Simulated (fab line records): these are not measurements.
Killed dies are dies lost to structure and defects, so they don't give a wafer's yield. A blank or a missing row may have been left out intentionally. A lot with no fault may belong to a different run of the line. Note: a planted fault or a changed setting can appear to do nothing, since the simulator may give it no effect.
Matching of chambers ; flow nand harc ; NHARC_A_CHANNEL_FILL_D2_ALD_25 on ald hk-04 has 4 sister chambers
The step deposits SiOx, target thk 60 nm, pulse time 10 s, ald cycles 600. 18 wafers are shown with their chamber, then 9 later ones without.

WAFERS, EACH WITH ITS CHAMBER
wafer;chamber;heater power w (W);precursor pulse height rel;susceptor temp C (C)
L075.2;3;434;1.038;300.16
L075.5;3;435;1.000;299.98
L075.6;2;489;0.997;300.00
L076.1;0;482;1.002;300.27
L076.2;3;433;0.977;299.85
L076.5;0;480;0.999;300.44
L078.1;1;501;1.008;300.24
L078.3;0;487;0.977;300.22
L078.5;2;511;0.989;300.18
L080.3;1;519;0.964;300.07
L080.1;0;489;1.024;299.60
L080.5;2;492;0.997;300.08
L082.4;3;434;0.986;300.13
L082.1;1;498;0.989;300.02
L082.6;2;495;1.012;300.33
L084.2;1;490;0.983;299.87
L084.3;2;492;1.017;300.35
L084.5;0;502;1.025;299.90

SIGNATURES, as means of the wafers listed above
reading;chamber 0;chamber 1;chamber 2;chamber 3;scatter within a chamber
heater power w;488.00;502.00;495.80;434.00;8.69
precursor pulse height rel;1.00540;0.98600;1.00240;1.00025;0.0194
susceptor temp C;300.0860;300.0500;300.1880;300.0300;0.219
Rule: for each reading, subtract the chamber's mean from the wafer's reading, divide by that reading's scatter and square the result; add these up over the readings and take the root, which gives the wafer's distance from the chamber. If the next closest chamber is less than 2 further off than the closest, the wafer can't be placed; otherwise it belongs to the closest. The scatter is the square root of a quotient: the sum, over the shown wafers, of each reading's squared deviation from its chamber's mean, divided by wafers minus chambers.

WAFERS WITHOUT THEIR CHAMBER
wafer;heater power w (W);precursor pulse height rel;susceptor temp C (C)
L090.1;444;0.971;300.32
L090.3;523;1.026;299.99
L090.5;494;1.012;300.05
L094.2;444;1.018;299.95
L094.1;490;1.039;300.14
L094.4;525;1.000;299.85
L096.2;513;1.035;299.76
L096.1;492;0.990;299.97
L096.6;440;1.030;299.98

WHICH CHAMBER EACH WENT THROUGH
wafer;from the rows above;in truth
L090.1;3;3
L090.3;can't be placed: 1 or 2 or 0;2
L090.5;can't be placed: 0 or 2 or 1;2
L094.2;3;3
L094.1;can't be placed: 0 or 2 or 1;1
L094.4;can't be placed: 1 or 2 or 0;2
L096.2;can't be placed: 1 or 2 or 0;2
L096.1;can't be placed: 0 or 1 or 2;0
L096.6;3;3
Correctly placed: 3 of 9. Cannot be placed on the basis of these rows: 6; the candidates contain the true chamber in 6. Placed wrongly: 0.
